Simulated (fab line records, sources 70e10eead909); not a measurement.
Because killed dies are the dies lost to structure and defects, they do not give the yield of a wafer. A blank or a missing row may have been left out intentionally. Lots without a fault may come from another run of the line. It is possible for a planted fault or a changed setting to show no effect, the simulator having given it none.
Problem report in the 8D (eight disciplines) form, filled by code :: flow nand harc :: the parts of the form that need people (team, actions taken, sign-off) are left out

1. PROBLEM STATEMENT
At NHARC_END_SORT_01, sort_bin_4_pct averages 23.1 % over 4 wafers from 2 lots, while fault-free wafers read 4.7 %, standard deviation 1.4. That is +13 standard deviations from the usual mean.
Earliest sighting: wafer L604.4 on prober-02 at day 27 16:44. The record has a number at this step for 12 wafers belonging to 4 lots. Rule for "out", or "out of limits": more than 4 standard deviations from the usual mean. Any other wafer with a number is counted as sound.

2. WHAT IT IS; WHAT IT IS NOT
question: which readings at this step
is: sort_bin_4_pct, defect limited yield, killed at array, killed dies, sort_bin_2_pct, sort n pass, sort yield pct
is not: killed at other, killed open, killed short

question: which lots
is: L604, L606
is not: L617, L618

question: which wafers of those lots
is: L604.4, L604.5, L606.1, L606.5
is not: L604.3, L606.4

question: read on which gauges
is: prober-02
is not: -

question: when
is: from day 27 16:44
is not: up to then (1 sound wafer); but 7 sound wafers of L606, L617, L618 came after

3. THE SUSPECTS, EACH WITH WHAT RULES IT OUT
Counting: if a tool at a process step up to the reading ran every lot that is out, it stays a suspect. Sound lots after the first of them don't rule it out here, since some wafers of a struck lot are sound.
- the gauge at NHARC_END_SORT_01: kept. All the wafers that are out were read on prober-02, and no step on other tools shows them out.
- ecd cu-01 at NHARC_A_M0_ECD_22 (material Cu, target thk 400 nm): kept. It ran every lot that is out, first L604 (day 26 01:05).
- rtp anneal-02 at NHARC_THIN_TSV_ANNEAL_52 (time 90 s): kept. It ran every lot that is out, first L604 (day 27 01:53).
After the count, these remain: ecd cu-01 at NHARC_A_M0_ECD_22, rtp anneal-02 at NHARC_THIN_TSV_ANNEAL_52 and prober-02 at NHARC_END_SORT_01.

4. THE CAUSE (what the simulator had put in)
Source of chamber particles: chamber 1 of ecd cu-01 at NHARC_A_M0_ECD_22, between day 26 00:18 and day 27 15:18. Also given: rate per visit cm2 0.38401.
Counting left 3 suspects, and this tool is among them.

5. THE CHAIN OF EFFECTS, in route order
Each row: a reading where the mean over the struck wafers with a number is more than 3 standard deviations away from the usual. Only readings for which the record gives a usual standard deviation are gone through. hours: the time from each lot's start at the first step in this table that gives one to its start at this step, as a median over the lots. sigmas: the change in usual standard deviations.
hours: 0
step: NHARC_END_SORT_01
reading: defect limited yield
usual: 91.6 %
on struck wafers: 63.0
change: -28.6
sigmas: -11

hours: 0
step: NHARC_END_SORT_01
reading: killed at array
usual: 51
on struck wafers: 242
change: +192
sigmas: +11

hours: 0
step: NHARC_END_SORT_01
reading: killed dies
usual: 57
on struck wafers: 251
change: +194
sigmas: +11

hours: 0
step: NHARC_END_SORT_01
reading: sort_bin_2_pct
usual: 3.0 %
on struck wafers: 11.4
change: +8.4
sigmas: +7.0

hours: 0
step: NHARC_END_SORT_01
reading: sort_bin_3_pct
usual: 0.7 %
on struck wafers: 2.5
change: +1.8
sigmas: +4.2

hours: 0
step: NHARC_END_SORT_01
reading: sort_bin_4_pct
usual: 4.7 %
on struck wafers: 23.1
change: +18.4
sigmas: +13

hours: 0
step: NHARC_END_SORT_01
reading: sort n pass
usual: 620
on struck wafers: 426
change: -194
sigmas: -11

hours: 0
step: NHARC_END_SORT_01
reading: sort rim yield pct
usual: 87 %
on struck wafers: 64
change: -23
sigmas: -4.8

hours: 0
step: NHARC_END_SORT_01
reading: sort yield pct
usual: 91.6 %
on struck wafers: 63.0
change: -28.6
sigmas: -11

6. WHAT WOULD HAVE CAUGHT IT SOONER
In this record the first reading out of limits at a measuring or inspecting step was taken at day 27 16:44, 40 hours after the fault began at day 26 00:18.
By day 27 16:44 the whole set of lots that are out, 2 in number, had already begun NHARC_A_M0_ECD_22 on ecd cu-01. Holding the tool at that point would not have protected any of them.
